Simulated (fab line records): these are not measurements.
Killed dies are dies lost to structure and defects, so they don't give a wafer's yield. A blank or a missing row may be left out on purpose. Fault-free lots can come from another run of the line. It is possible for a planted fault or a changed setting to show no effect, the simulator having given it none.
Problem report in the 8D (eight disciplines) form, filled by code | flow n5_finfet | the parts of the form that need people (team, actions taken, sign-off) are left out

== 1. THE ISSUE ==
raw_defect_count at N5_BEOL_M10_INSPECT_30 reads a mean of 1745 on 6 wafers of 2 lots; wafers without a fault read 390 with a standard deviation of 91. Relative to the usual mean, that is a shift of +15 standard deviations.
The step: inspects for defects (brightfield).
Earliest sighting: wafer L955.1 on defect_inspect-02 at day 16 04:14. Wafers with a number at this step in the record: 25, from 9 lots. The rule behind "out" and "out of limits": a value lying over 4 standard deviations away from the usual mean. The rest of the wafers with a number are treated as sound.

== 2. WHAT IT IS, AND WHAT IT ISN'T ==
question                    | is                                   | is not
which readings at this step | raw_defect_count                     | -
which lots                  | L955, L957                           | L936, L937, L938, L939, L940, L943, L958
which wafers of those lots  | all that have a number               | -
read on which gauges        | defect_inspect-01, defect_inspect-02 | -
when                        | from day 16 04:14                    | up to then (16 sound wafers); but 3 sound wafers of L958 came after

== 3. WHAT RULES OUT EACH SUSPECT ==
Counting: any tool at a process step up to the reading is kept as a suspect provided that every lot that is out went through it and no sound lot did after the first of them.
- the gauge at N5_BEOL_M10_INSPECT_30 is ruled out. The wafers that are out were read on 2 gauges (defect_inspect-01, defect_inspect-02).
- rie_diel-06 at N5_BEOL_M10_DESCUM_16 (chemistry O2, time 7.9 s): kept. It ran every lot that is out, first L955 (day 16 02:19), and no sound lot after that; its last sound lot up to then is L937 (day 10 12:55).
- rie_diel-06 at N5_BEOL_M10_ETCH_61 (etches SiARC in CF4, target depth 39 nm, time 65 s): kept. It ran every lot that is out, first L955 (day 16 02:21), and no sound lot after that; its last sound lot up to then is L937 (day 10 12:57).
What counting leaves: rie_diel-06 at N5_BEOL_M10_DESCUM_16 and rie_diel-06 at N5_BEOL_M10_ETCH_61.

== 4. THE CAUSE (what the simulator had put in) ==
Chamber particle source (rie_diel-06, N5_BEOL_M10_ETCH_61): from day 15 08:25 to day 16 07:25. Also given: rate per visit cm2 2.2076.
Counting leaves 2 suspects; this tool is one of them.

== 5. THE CHAIN OF EFFECTS, in route order ==
One row per reading whose mean, taken over the struck wafers that have a number, lies over 3 standard deviations from the usual. Only readings whose record carries a usual standard deviation are examined. hours: median over the lots of the time between each lot's start at the first step of this table that gives one and its start at this step. sigmas: the change, counted in usual standard deviations.
hours | step                    | reading              | usual  | on struck wafers | change | sigmas
0     | N5_BEOL_M10_INSPECT_30  | raw_defect_count     | 390    | 1745             | +1355  | +15
57    | N5_PASSIVATION_PROBE_49 | defect_limited_yield | 91.1 % | 80.1             | -11.0  | -8.4
57    | N5_PASSIVATION_PROBE_49 | killed_at_M4_up      | 16     | 151              | +135   | +23
57    | N5_PASSIVATION_PROBE_49 | killed_dies          | 104    | 234              | +130   | +8.2
57    | N5_PASSIVATION_PROBE_49 | killed_on_rim        | 14     | 30               | +16    | +3.9
57    | N5_PASSIVATION_PROBE_49 | sort_bin_5_function  | 5.1 %  | 11.3             | +6.2   | +7.4
57    | N5_PASSIVATION_PROBE_49 | sort_n_pass          | 1075   | 946              | -130   | -8.1
57    | N5_PASSIVATION_PROBE_49 | sort_yield_pct       | 91.1 % | 80.1             | -11.0  | -7.8
The process steps in it:
- N5_PASSIVATION_PROBE_49

== 6. WHAT WOULD HAVE CAUGHT IT SOONER ==
Counted from the fault's start at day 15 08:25, it took 20 hours until the first out-of-limits reading at a measuring or inspecting step in this record, taken at day 16 04:14.
Tool readings at N5_BEOL_M10_ETCH_61 with a usual standard deviation given in the record: none out on any struck wafer, hence no alarm at a limit of 4 standard deviations on them.
The start of N5_BEOL_M10_ETCH_61 on rie_diel-06 came by day 16 04:14 for every one of the lots that are out (2). Tool hold at that time: it would have spared none of them.
